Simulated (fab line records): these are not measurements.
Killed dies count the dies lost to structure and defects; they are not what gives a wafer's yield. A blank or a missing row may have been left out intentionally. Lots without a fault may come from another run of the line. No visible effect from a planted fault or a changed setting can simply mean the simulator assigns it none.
fab line records | flow n5_finfet
record: lots: 24 wafers: 72 last_day: 19
route steps=1938 shown GATE_CUT@470 MOL_CONTACT_COAG@544
lots that met no fault: taken from a fault-free run of the same line
start_h: start of the lot's first displayed wafer, in hours after the record's first day | wait_h: hours from the lot's prior step to this one | " repeats the value in the row above | L1.1+2: a single row standing in for several wafers | - no value, or no start was given | * or withheld: withheld | < > ~ a bound
route shown NAME@n: names a module that has steps shown in the file, with the first one's number in the route | usual: mean/standard deviation of fault-free wafers | same: alike in all rows | chamber/n: place in a boat | sites: readings site by site | _std_site: standard deviation of those values | _edge_site: inner sites' mean taken away from outer sites' mean | radius_mm: for every site, how far away it sits from the centre of the wafer | mask NAME#n: copy n | behind: the last tool/chamber to shape the wafer | hold: reason for holding the lot/hours on hold/outcome of the hold | device: names the non-switching transistor (n, p or np) | end of line: the tests these same wafers got at the end of their route | a step with no rows: only its recipe | killed: the dies lost at the first sort to structure and to defects; this is not the yield of the wafer | map: the dies of a wafer, with x for killed, . for not killed, _ for no die there
set.NAME: the run value of the setting; set.NAME@STEP: its run value at that earlier step | model.NAME: the simulator's own value behind a step, which no gauge read
steps of the route over a sample of lots; a table a step, a row a wafer
services: from which hour (start_h, from the record's first day; less than 0 if before it) a tool's chamber was out of use, for how many hours, and why
== steps ==
step: N5_GATE_CUT_STRIP_59
recipe: chemistry: N2/H2 time_s: 20 power_w: 100 temp_c: 40 pressure_mtorr: 100 rf_frequency_hz: 6e+07 bias_power_w: 3 n2_flow_sccm: 300 h2_flow_sccm: 300
usual: bias_power_w: 3.000/0.0091 drypump_motor_current_A: 5.7/0.35 oes_product_au: 0.76/0.061 rf_vpp_V: 45.3/0.94 showerhead_plenum_p_Torr: 3.38/0.098 throttle_valve_pct: 12.44/0.2
columns lot.wafer tool chamber start_h wait_h bias_power_w drypump_motor_current_A oes_product_au rf_hours_counter_h rf_vpp_V showerhead_plenum_p_Torr throttle_valve_pct
L074.2 rie_diel-03 0 86.00 0.1 2.996 5.4 0.76 150 45.1 3.39 12.41
L074.3 " 1 " " 3.001 6.0 0.71 227 43.9 3.20 12.71
L074.6 " 2 " " 2.991 5.4 0.79 - 45.8 3.38 12.30
L075.2 rie_diel-03 3 88.15 0.1 3.004 5.5 0.77 168 43.6 3.36 12.54
L075.3 " 2 " " 3.008 5.3 0.79 114 45.0 3.37 12.30
L075.5 " 2 " " 3.005 5.4 0.79 - 43.3 3.38 12.31
L076.1 rie_diel-03 2 96.01 0.1 2.986 5.3 0.78 118 43.9 3.37 12.32
L076.4 " 0 " " 2.986 5.5 0.77 154 44.3 3.39 12.43
L076.5 " 2 " " 3.001 5.3 0.79 - 45.3 3.37 12.33
L077.3 rie_diel-03 3 102.65 0.1 3.004 5.5 0.75 173 43.8 3.35 12.56
L077.5 " 0 " " 2.989 5.4 0.76 - 46.7 3.39 12.42
L077.6 " 3 " " 2.996 5.5 0.76 - 44.7 3.35 12.55
L078.1 rie_diel-02 2 113.26 0.1 3.001 5.7 0.73 174 45.6 3.36 12.47
L078.2 " 1 " " 2.996 5.6 0.75 166 45.3 3.51 12.41
L078.3 " 0 " " 3.002 5.7 0.88 33 44.1 3.32 11.82
L079.2 rie_diel-02 2 116.15 0.1 3.005 5.7 0.73 175 44.4 3.36 12.47
L079.4 " 2 " " 3.005 5.7 0.73 - 44.7 3.36 12.47
L079.6 " 0 " " 2.991 5.8 0.89 - 46.4 3.32 11.83
L081.2 rie_diel-01 0 122.70 0.1 2.995 5.7 0.73 168 45.3 3.38 12.44
L081.3 " 1 " " 2.972 6.1 0.75 167 44.4 3.37 12.55
L081.5 " 0 " " 2.991 5.7 0.74 - 45.2 3.38 12.45
L080.1 rie_diel-02 2 125.26 0.1 3.000 5.7 0.73 179 45.4 3.36 12.48
L080.2 " 1 " " 3.004 5.6 0.75 170 46.0 3.51 12.42
L080.6 " 1 " " 2.999 5.6 0.74 - 44.6 3.51 12.42
L082.4 rie_diel-01 3 132.26 0.0 3.016 6.4 0.75 - 44.6 3.24 12.37
L082.5 " 0 " " 3.005 5.8 0.73 - 44.6 3.38 12.46
L082.6 " 2 " " 2.985 5.5 0.74 - 44.9 3.52 12.54
L083.2 rie_diel-01 1 139.33 0.1 2.977 6.1 0.75 171 44.3 3.37 12.54
L083.3 " 3 " " 3.007 6.5 0.75 170 44.0 3.24 12.38
L083.5 " 1 " " 2.985 6.1 0.76 - 44.9 3.37 12.56
L084.1 rie_diel-01 3 142.27 0.1 2.997 6.5 0.74 171 44.3 3.24 12.39
L084.4 " 0 " " 3.020 5.7 0.73 175 44.5 3.38 12.47
L084.6 " 3 " " 2.991 6.4 0.75 - 46.2 3.24 12.38
L085.2 rie_diel-01 1 147.01 0.1 2.993 6.1 0.76 173 44.6 3.37 12.56
L085.3 " 3 " " 2.995 6.4 0.74 173 44.6 3.24 12.38
L085.6 " 0 " " 2.994 5.7 0.73 - 45.2 3.38 12.50
L086.2 rie_diel-03 0 152.59 0.1 3.002 5.4 0.75 170 44.5 3.38 12.47
L086.3 " 2 " " 3.010 5.4 0.78 135 44.8 3.36 12.34
L086.4 " 1 " " 3.002 6.0 0.70 247 46.6 3.19 12.75
L087.1 rie_diel-03 0 161.94 0.1 3.012 5.4 0.75 174 44.7 3.38 12.47
L087.2 " 3 " " 3.000 5.5 0.75 191 45.9 3.34 12.60
L087.6 " 3 " " 2.999 5.5 0.75 - 45.1 3.34 12.58
L088.2 rie_diel-01 2 166.16 0.1 3.007 5.5 0.74 162 45.0 3.51 12.56
L088.5 " 0 " " 3.018 5.8 0.72 - 44.2 3.38 12.52
L088.6 " 3 " " 2.974 6.5 0.74 - 44.8 3.24 12.40
L089.2 rie_diel-02 0 169.96 0.1 3.004 5.8 0.87 51 46.5 3.31 11.86
L089.4 " 2 " " 3.002 5.7 0.71 193 44.1 3.35 12.51
L089.5 " 0 " " 3.018 5.8 0.86 - 43.6 3.31 11.87
L090.2 rie_diel-01 2 176.83 0.1 3.007 5.5 0.73 166 47.4 3.51 12.56
L090.3 " 0 " " 3.005 5.7 0.72 187 43.8 3.37 12.51
L090.4 " 3 " " 3.010 6.4 0.73 182 44.3 3.24 12.41
L091.3 rie_diel-03 2 185.29 0.1 2.994 5.3 0.76 148 47.2 3.36 12.39
L091.4 " 1 " " 3.007 6.0 0.97 1 45.1 3.59 12.14
L091.6 " 2 " " 3.010 5.3 0.75 - 44.1 3.36 12.39
L092.4 rie_diel-03 3 193.49 0.1 2.993 5.5 0.75 201 47.0 3.34 12.61
L092.5 " 1 " " 2.993 5.9 0.95 - 45.5 3.59 12.16
L092.6 " 0 " " 2.991 5.4 0.74 - 46.3 3.37 12.49
L093.1 rie_diel-01 3 196.03 0.1 2.993 6.5 0.73 187 45.7 3.23 12.42
L093.2 " 0 " " 2.999 5.8 0.71 191 43.9 3.37 12.50
L093.4 " 2 " " 3.006 5.5 0.73 171 45.6 3.51 12.57
L094.1 rie_diel-01 0 203.66 0.1 3.000 5.8 0.71 193 44.5 3.37 12.51
L094.2 " 2 " " 3.003 5.5 0.71 173 44.4 3.51 12.60
L094.3 " 3 " " 3.003 6.5 0.73 189 45.2 3.23 12.43
L095.1 rie_diel-03 2 208.70 0.1 2.994 5.4 0.75 155 45.0 3.35 12.43
L095.4 " 0 " " 2.992 5.4 0.73 189 47.0 3.37 12.52
L095.5 " 0 " " 2.998 5.4 0.74 - 45.9 3.37 12.49
L096.3 rie_diel-03 1 218.46 0.1 3.005 5.9 0.92 11 44.1 3.58 12.15
L096.5 " 3 " " 2.992 5.5 0.72 - 46.5 3.33 12.64
L096.6 " 1 " " 2.998 5.9 0.92 - 45.5 3.59 12.17
L097.1 rie_diel-01 3 222.29 0.1 2.991 6.4 0.73 194 45.9 3.23 12.44
L097.5 " 2 " " 3.005 5.5 0.72 - 45.2 3.50 12.59
L097.6 " 1 " " 2.998 6.0 0.73 - 44.6 3.36 12.62
step: N5_GATE_CUT_VAPOR_ETCH_51
recipe: chemistry: BCl3/Cl2 target: HfO2 mode: isotropic
usual: drypump_motor_current_A: 5.7/0.48 he_backside_leak_sccm: 3.37/0.27 oes_product_au: 0.77/0.12
columns lot.wafer tool chamber start_h wait_h drypump_motor_current_A he_backside_leak_sccm oes_product_au
L074.2 rie_metal-03 1 89.95 0.0 5.5 3.37 0.95
L074.3 " 0 " " 6.4 3.33 0.89
L074.6 " 0 " " 6.4 3.22 0.88
L075.2 rie_metal-01 1 92.59 0.0 4.9 3.70 0.64
L075.3 " 1 " " 4.9 3.81 0.64
L075.5 " 1 " " 4.9 3.76 0.64
L076.1 rie_metal-02 0 99.92 0.0 5.4 3.16 0.92
L076.4 " 0 " " 5.4 3.17 0.90
L076.5 " 0 " " 5.4 3.17 0.91
L077.3 rie_metal-03 1 108.23 0.0 5.5 3.73 0.94
L077.5 " 0 " " 6.4 3.36 0.88
L077.6 " 1 " " 5.5 3.61 0.94
L078.1 rie_metal-02 0 117.20 0.0 5.4 3.05 0.89
L078.2 " 1 " " 5.7 3.25 0.79
L078.3 " 1 " " 5.7 3.29 0.79
L079.2 rie_metal-01 1 120.26 0.0 4.9 3.48 0.64
L079.4 " 1 " " 4.9 3.55 0.64
L079.6 " 1 " " 5.0 3.64 0.63
L081.2 rie_metal-01 0 126.78 0.0 6.1 3.59 0.63
L081.3 " 1 " " 4.9 3.77 0.63
L081.5 " 0 " " 6.1 3.57 0.63
L080.1 rie_metal-01 0 129.29 0.0 6.1 3.37 0.63
L080.2 " 1 " " 4.9 3.74 0.63
L080.6 " 1 " " 4.9 3.81 0.63
L082.4 rie_metal-01 1 136.39 0.0 4.9 3.71 0.63
L082.5 " 1 " " 4.9 3.68 0.63
L082.6 " 0 " " 6.1 3.47 0.63
L083.2 rie_metal-02 0 143.40 0.0 5.4 3.00 0.88
L083.3 " 0 " " 5.4 2.99 0.88
L083.5 " 0 " " 5.4 3.04 0.87
L084.1 rie_metal-03 0 146.17 0.0 6.4 3.58 0.87
L084.4 " 0 " " 6.4 3.44 0.87
L084.6 " 1 " " 5.5 3.55 0.93
L085.2 rie_metal-01 1 150.93 0.0 4.9 3.76 0.63
L085.3 " 1 " " 4.9 3.76 0.63
L085.6 " 0 " " 6.1 3.13 0.62
L086.2 rie_metal-03 0 156.62 0.0 6.4 3.44 0.86
L086.3 " 1 " " 5.5 3.50 0.92
L086.4 " 0 " " 6.4 3.49 0.87
L087.1 rie_metal-02 1 165.85 0.0 5.7 3.42 0.78
L087.2 " 0 " " 5.4 3.20 0.86
L087.6 " 1 " " 5.7 3.25 0.77
L088.2 rie_metal-02 0 170.07 0.0 5.4 3.06 0.85
L088.5 " 0 " " 5.4 3.00 0.86
L088.6 " 1 " " 5.7 3.10 0.77
L089.2 rie_metal-03 1 174.11 0.0 5.5 3.41 0.90
L089.4 " 1 " " 5.5 3.45 0.90
L089.5 " 0 " " 6.4 3.25 0.85
L090.2 rie_metal-02 0 180.89 0.0 5.4 3.09 0.85
L090.3 " 1 " " 5.8 3.24 0.76
L090.4 " 0 " " 5.4 3.21 0.85
L091.3 rie_metal-03 0 189.21 0.0 6.4 3.22 0.85
L091.4 " 1 " " 5.5 3.52 0.90
L091.6 " 0 " " 6.4 3.30 0.85
L092.4 rie_metal-01 0 197.71 0.0 6.1 3.12 0.62
L092.5 " 0 " " 6.1 3.30 0.61
L092.6 " 1 " " 4.9 3.60 0.62
L093.1 rie_metal-03 0 200.39 0.0 6.4 3.17 0.84
L093.2 " 1 " " 5.5 3.80 0.89
L093.4 " 0 " " 6.4 2.88 0.85
L094.1 rie_metal-01 0 208.14 0.0 6.1 3.35 0.62
L094.2 " 1 " " 5.0 3.85 0.62
L094.3 " 1 " " 4.9 3.74 0.62
L095.1 rie_metal-02 1 212.93 0.0 5.8 3.02 0.77
L095.4 " 1 " " 5.8 3.11 0.77
L095.5 " 1 " " 5.7 2.97 0.78
L096.3 rie_metal-02 0 222.38 0.0 5.4 3.08 0.84
L096.5 " 1 " " 5.7 3.11 0.77
L096.6 " 0 " " 5.4 3.17 0.84
L097.1 rie_metal-01 1 226.82 0.0 4.9 3.69 0.62
L097.5 " 0 " " 6.1 3.30 0.61
L097.6 " 1 " " 4.9 3.79 0.62
step: N5_GATE_CUT_CMP_61
recipe: stop_on: SiNx t_overpolish_s: 3 post_cmp_clean: alkaline_brush down_force_psi: 4 platen_rpm: 27.09 pad_velocity_m_s: 0.539
usual: motor_current_A: 11.5/1.1
columns lot.wafer tool chamber start_h wait_h motor_current_A
L074.3 cmp-04 1 93.36 0.4 13.2
L074.2 " 2 " " 11.5
L074.6 " 1 " " 12.8
L075.2 cmp-04 2 95.78 0.3 11.8
L075.3 " 0 " " 9.8
L075.5 " 2 " " 11.2
L076.1 cmp-02 2 102.42 0.4 11.2
L076.4 " 3 " " 12.1
L076.5 " 2 " " 11.1
L077.3 cmp-01 1 110.81 0.2 11.9
L077.5 " 2 " " 10.9
L077.6 " 3 " " 10.4
L078.1 cmp-02 2 119.80 0.4 11.0
L078.2 " 0 " " 12.9
L078.3 " 1 " " 10.2
L079.2 cmp-04 2 123.44 0.3 11.2
L079.4 " 3 " " 13.5
L079.6 " 1 " " 12.6
L081.2 cmp-01 3 130.14 0.3 10.7
L081.3 " 0 " " 10.3
L081.5 " 3 " " 10.7
L080.1 cmp-01 2 132.17 0.3 10.9
L080.2 " 3 " " 9.8
L080.6 " 2 " " 11.0
L082.4 cmp-01 1 139.00 0.2 11.9
L082.6 " 2 " " 10.8
L082.5 " 3 " " 9.9
L083.2 cmp-02 3 145.93 0.3 12.2
L083.3 " 1 " " 10.2
L083.5 " 2 " " 11.3
L084.4 cmp-02 0 148.67 0.4 13.0
L084.1 " 3 " " 11.9
L084.6 " 1 " " 10.2
L085.2 cmp-02 2 153.43 0.4 11.3
L085.3 " 1 " " 10.9
L085.6 " 3 " " 13.0
L086.2 cmp-02 1 159.29 0.4 10.5
L086.3 " 3 " " 12.3
L086.4 " 0 " " 12.6
L087.1 cmp-01 3 168.38 0.3 10.3
L087.2 " 1 " " 12.4
L087.6 " 3 " " 11.3
L088.2 cmp-04 1 172.67 0.2 12.2
L088.6 " 2 " " 11.8
L088.5 " 3 " " 13.1
L089.2 cmp-04 0 176.77 0.4 10.3
L089.4 " 2 " " 11.6
L089.5 " 0 " " 9.7
L090.3 cmp-04 0 185.01 1.6 9.6
L090.4 " 2 " " 11.2
L090.2 " 3 " " 13.4
L091.3 cmp-04 0 191.70 0.4 10.0
L091.4 " 2 " " 11.3
L091.6 " 1 " " 12.3
L092.4 cmp-02 0 200.23 0.3 12.6
L092.6 " 3 " " 12.0
L092.5 " 0 " " 13.5
L093.1 cmp-01 0 202.89 0.4 10.1
L093.4 " 1 " " 12.6
L093.2 " 3 " " 10.5
L094.3 cmp-02 1 210.67 0.3 10.1
L094.1 " 2 " " 11.3
L094.2 " 3 " " 11.9
L095.1 cmp-01 3 215.42 0.4 10.8
L095.4 " 0 " " 11.0
L095.5 " 3 " " 10.7
L096.3 cmp-02 0 225.50 0.3 13.1
L096.6 " 2 " " 11.7
L096.5 " 3 " " 11.8
L097.1 cmp-01 1 229.32 0.4 12.3
L097.5 " 1 " " 11.5
L097.6 " 2 " " 11.0
step: N5_MOL_CONTACT_COAG_ALD_20
recipe: material: TiN target_thk_a: 15 temp_c: 400 ald_precursor_family: TiCl4 ald_co_reactant: NH3 pulse_time_s: 1 purge_time_s: 3 co_reactant_purge_time_s: 2 co_reactant_pulse_time_s: 2 ald_cycles: 68 pressure_torr: 3
usual: heater_power_w: 855/64 precursor_pulse_height_rel: 1.004/0.019
same: co_reactant_pulse_time_s: 2
columns lot.wafer tool chamber start_h wait_h heater_power_w precursor_pulse_height_rel
L074.2 ald_metal-01 2 95.91 0.1 1074 1.005
L074.3 " 3 " " 891 1.003
L074.6 " 2 " " 1080 1.040
L075.2 ald_metal-01 0 97.53 0.1 892 1.003
L075.3 " 3 " " 890 0.993
L075.5 " 2 " " 1068 1.004
L076.1 ald_metal-02 3 104.36 0.1 790 0.966
L076.4 " 0 " " 843 1.011
L076.5 " 0 " " 862 0.999
L077.3 ald_metal-01 2 112.66 0.1 1077 0.985
L077.5 " 0 " " 890 1.011
L077.6 " 3 " " 887 0.985
L078.1 ald_metal-02 2 121.47 0.1 787 1.033
L078.2 " 1 " " 873 0.944
L078.3 " 3 " " 775 1.006
L079.2 ald_metal-03 0 127.14 0.1 825 0.998
L079.4 " 3 " " 897 0.990
L079.6 " 0 " " 845 0.951
L081.2 ald_metal-02 1 131.84 0.1 861 1.032
L081.3 " 3 " " 792 0.996
L081.5 " 0 " " 863 0.990
L080.1 ald_metal-03 3 135.48 0.1 889 1.011
L080.2 " 2 " " 764 0.993
L080.6 " 2 " " 785 0.964
L082.4 ald_metal-03 2 140.55 0.1 804 1.017
L082.5 " 1 " " 904 0.985
L082.6 " 2 " " 777 0.984
L083.2 ald_metal-02 2 147.60 0.1 789 1.014
L083.3 " 0 " " 867 0.985
L083.5 " 3 " " 776 1.018
L084.1 ald_metal-03 2 150.30 0.1 795 1.016
L084.4 " 1 " " 863 1.024
L084.6 " 2 " " 785 1.007
L085.2 ald_metal-03 1 155.36 0.1 901 0.987
L085.3 " 3 " " 916 0.991
L085.6 " 3 " " 913 1.006
L086.2 ald_metal-03 3 160.92 0.1 898 1.010
L086.3 " 0 " " 852 1.011
L086.4 " 1 " " 911 1.023
L087.1 ald_metal-02 3 170.05 0.1 795 1.005
L087.2 " 2 " " 778 0.989
L087.6 " 3 " " 797 1.025
L088.2 ald_metal-03 3 175.93 0.1 888 1.024
L088.5 " 2 " " 776 0.988
L088.6 " 1 " " 881 0.993
L089.2 ald_metal-03 0 179.87 0.3 849 1.015
L089.4 " 1 " " 883 0.992
L089.5 " 1 " " 897 1.022
L090.2 ald_metal-03 0 187.18 0.1 844 0.998
L090.3 " 3 " " 899 0.974
L090.4 " 1 " " 900 0.980
L091.3 ald_metal-03 3 194.21 0.1 895 1.019
L091.4 " 2 " " 802 1.010
L091.6 " 3 " " 886 0.982
L092.4 ald_metal-03 2 202.26 0.1 795 1.032
L092.5 " 0 " " 848 0.968
L092.6 " 3 " " 906 1.010
L093.1 ald_metal-03 2 207.03 0.1 796 1.001
L093.2 " 3 " " 918 1.048
L093.4 " 1 " " 897 1.014
L094.1 ald_metal-01 0 212.77 0.1 900 1.009
L094.2 " 1 " " 769 1.007
L094.3 " 3 " " 893 0.985
L095.1 ald_metal-03 0 219.40 0.1 832 0.975
L095.4 " 1 " " 911 0.992
L095.5 " 2 " " 805 1.014
L096.3 ald_metal-03 2 228.53 0.1 801 1.022
L096.5 " 3 " " 907 1.008
L096.6 " 2 " " 783 1.036
L097.1 ald_metal-03 3 232.59 0.1 896 1.005
L097.5 " 2 " " 785 1.014
L097.6 " 3 " " 932 1.031
step: N5_MOL_CONTACT_COAG_SPUTTER_143
recipe: material: Co target_thk_a: 25 temp_c: 25 chamber_pressure_pa: 0.2
usual: throttle_valve_pct: 30.7/0.97
columns lot.wafer tool chamber start_h wait_h throttle_valve_pct
L074.2 pvd_sputter-03 - 97.23 0.0 31.3
L074.3 " - " " 30.8
L074.6 " - " " 30.4
L075.2 pvd_sputter-03 - 99.97 0.0 28.8
L075.3 " - " " 31.1
L075.5 " - " " 29.0
L076.1 pvd_sputter-03 - 105.84 0.0 31.3
L076.4 " - " " 30.9
L076.5 " - " " 30.4
L077.3 pvd_sputter-02 - 113.61 0.0 32.2
L077.5 " - " " 29.8
L077.6 " - " " 32.4
L078.1 pvd_sputter-02 - 124.03 0.0 30.6
L078.2 " - " " 32.4
L078.3 " - " " 31.3
L079.2 pvd_sputter-01 - 128.16 0.0 32.3
L079.4 " - " " 30.7
L079.6 " - " " 29.4
L081.2 pvd_sputter-02 - 135.64 0.0 32.4
L081.3 " - " " 30.1
L081.5 " - " " 30.2
L080.1 pvd_sputter-02 - 136.60 0.0 31.6
L080.2 " - " " 30.1
L080.6 " - " " 29.9
L082.4 pvd_sputter-01 - 141.66 0.0 30.9
L082.5 " - " " 32.1
L082.6 " - " " 30.6
L083.2 pvd_sputter-03 - 150.44 0.0 31.2
L083.3 " - " " 30.2
L083.5 " - " " 31.5
L084.1 pvd_sputter-02 - 151.26 0.0 31.5
L084.4 " - " " 30.1
L084.6 " - " " 32.4
L085.2 pvd_sputter-01 - 157.24 0.0 32.0
L085.3 " - " " 30.9
L085.6 " - " " 30.6
L086.2 pvd_sputter-01 - 161.60 0.0 29.8
L086.3 " - " " 30.5
L086.4 " - " " 32.1
L087.1 pvd_sputter-02 - 170.91 0.0 31.5
L087.2 " - " " 30.3
L087.6 " - " " 32.3
L088.2 pvd_sputter-01 - 176.77 0.0 30.8
L088.5 " - " " 29.6
L088.6 " - " " 30.6
L089.2 pvd_sputter-03 - 181.11 0.0 30.4
L089.4 " - " " 31.4
L089.5 " - " " 30.9
L090.2 pvd_sputter-01 - 187.98 0.0 30.8
L090.3 " - " " 32.3
L090.4 " - " " 30.6
L091.3 pvd_sputter-02 - 195.31 0.0 32.3
L091.4 " - " " 30.5
L091.6 " - " " 31.6
L092.4 pvd_sputter-02 - 203.14 0.0 30.1
L092.5 " - " " 29.9
L092.6 " - " " 31.8
L093.1 pvd_sputter-01 - 210.40 0.0 32.1
L093.2 " - " " 30.7
L093.4 " - " " 29.7
L094.1 pvd_sputter-03 - 214.19 0.0 30.6
L094.2 " - " " 28.7
L094.3 " - " " 30.3
L095.1 pvd_sputter-01 - 225.40 0.0 29.5
L095.4 " - " " 30.8
L095.5 " - " " 31.1
L096.3 pvd_sputter-03 - 231.93 0.0 30.6
L096.5 " - " " 28.6
L096.6 " - " " 31.3
L097.1 pvd_sputter-02 - 234.26 0.0 31.6
L097.5 " - " " 30.1
L097.6 " - " " 31.6
step: N5_MOL_CONTACT_COAG_SPUTTER_130
recipe: material: Co target_thk_a: 475 temp_c: 25 chamber_pressure_pa: 0.5 power_w: 3000
usual: throttle_valve_pct: 30.8/0.98
columns lot.wafer tool chamber start_h wait_h throttle_valve_pct
L074.2 pvd_sputter-01 - 100.84 0.0 32.1
L074.3 " - " " 31.1
L074.6 " - " " 30.9
L075.2 pvd_sputter-02 - 101.78 0.0 30.3
L075.3 " - " " 30.2
L075.5 " - " " 30.2
L076.1 pvd_sputter-03 - 107.84 0.0 29.0
L076.4 " - " " 31.4
L076.5 " - " " 30.7
L077.3 pvd_sputter-02 - 116.77 0.0 30.2
L077.5 " - " " 29.9
L077.6 " - " " 32.2
L078.1 pvd_sputter-02 - 127.36 0.0 31.3
L078.2 " - " " 32.4
L078.3 " - " " 30.5
L079.2 pvd_sputter-02 - 131.48 0.0 30.3
L079.4 " - " " 31.5
L079.6 " - " " 32.3
L081.2 pvd_sputter-01 - 137.38 0.0 30.6
L081.3 " - " " 29.6
L081.5 " - " " 29.6
L080.1 pvd_sputter-01 - 140.66 0.0 30.4
L080.2 " - " " 29.8
L080.6 " - " " 32.2
L082.4 pvd_sputter-03 - 144.26 0.0 30.7
L082.5 " - " " 30.8
L082.6 " - " " 31.3
L083.2 pvd_sputter-01 - 153.76 0.0 29.7
L083.3 " - " " 30.6
L083.5 " - " " 30.8
L084.1 pvd_sputter-03 - 153.95 0.0 30.6
L084.4 " - " " 28.9
L084.6 " - " " 31.2
L085.2 pvd_sputter-02 - 160.96 0.0 29.8
L085.3 " - " " 31.6
L085.6 " - " " 30.0
L086.2 pvd_sputter-02 - 165.09 0.0 32.1
L086.3 " - " " 29.9
L086.4 " - " " 30.1
L087.1 pvd_sputter-01 - 175.71 0.0 32.3
L087.2 " - " " 29.6
L087.6 " - " " 30.0
L088.2 pvd_sputter-02 - 179.68 0.0 30.1
L088.5 " - " " 30.0
L088.6 " - " " 31.6
L089.2 pvd_sputter-02 - 183.15 0.0 30.1
L089.4 " - " " 31.5
L089.5 " - " " 30.2
L090.2 pvd_sputter-02 - 191.38 0.0 29.9
L090.3 " - " " 31.6
L090.4 " - " " 30.3
L091.3 pvd_sputter-03 - 197.18 0.0 30.9
L091.4 " - " " 31.5
L091.6 " - " " 28.9
L092.4 pvd_sputter-01 - 207.36 0.0 29.5
L092.5 " - " " 30.7
L092.6 " - " " 31.0
L093.1 pvd_sputter-03 - 212.99 0.0 28.8
L093.2 " - " " 30.4
L093.4 " - " " 30.6
L094.1 pvd_sputter-01 - 219.44 0.0 32.1
L094.2 " - " " 29.6
L094.3 " - " " 31.0
L095.1 pvd_sputter-03 - 228.89 0.0 31.3
L095.4 " - " " 30.4
L095.5 " - " " 30.4
L096.3 pvd_sputter-03 - 233.95 0.0 31.3
L096.5 " - " " 31.0
L096.6 " - " " 30.5
L097.1 pvd_sputter-02 - 236.74 0.0 30.3
L097.5 " - " " 31.8
L097.6 " - " " 30.3
== services ==
columns tool chamber start_h hours kind
cmp-01 - 62.17 8.9 pm
cmp-04 - 62.63 4.0 pm
rie_diel-03 2 73.79 3.4 repair
cmp-04 - 79.78 5.6 pm
pvd_sputter-02 - 82.69 9.2 repair
rie_diel-02 2 88.89 6.0 repair
rie_diel-03 0 96.09 2.1 repair
cmp-02 - 110.64 4.0 pm
cmp-01 - 113.90 7.3 pm
ald_metal-03 3 116.94 5.0 repair
rie_metal-03 - 119.08 2.8 pm
rie_diel-03 1 123.37 2.8 repair
rie_diel-01 1 129.06 5.2 repair
cmp-02 - 132.78 1.0 repair
rie_diel-01 1 149.61 2.3 repair
rie_diel-01 2 150.61 2.8 repair
rie_diel-03 1 161.54 - clean
rie_diel-03 1 161.54 - consumable_replace:focus_ring
pvd_sputter-03 - 168.35 2.5 repair
cmp-02 - 190.77 2.5 repair
cmp-04 - 204.99 14.7 pm
ald_metal-01 2 209.68 14.3 repair
cmp-04 - 231.45 1.2 repair
ald_metal-03 1 233.92 3.8 repair
== key ==
fault none
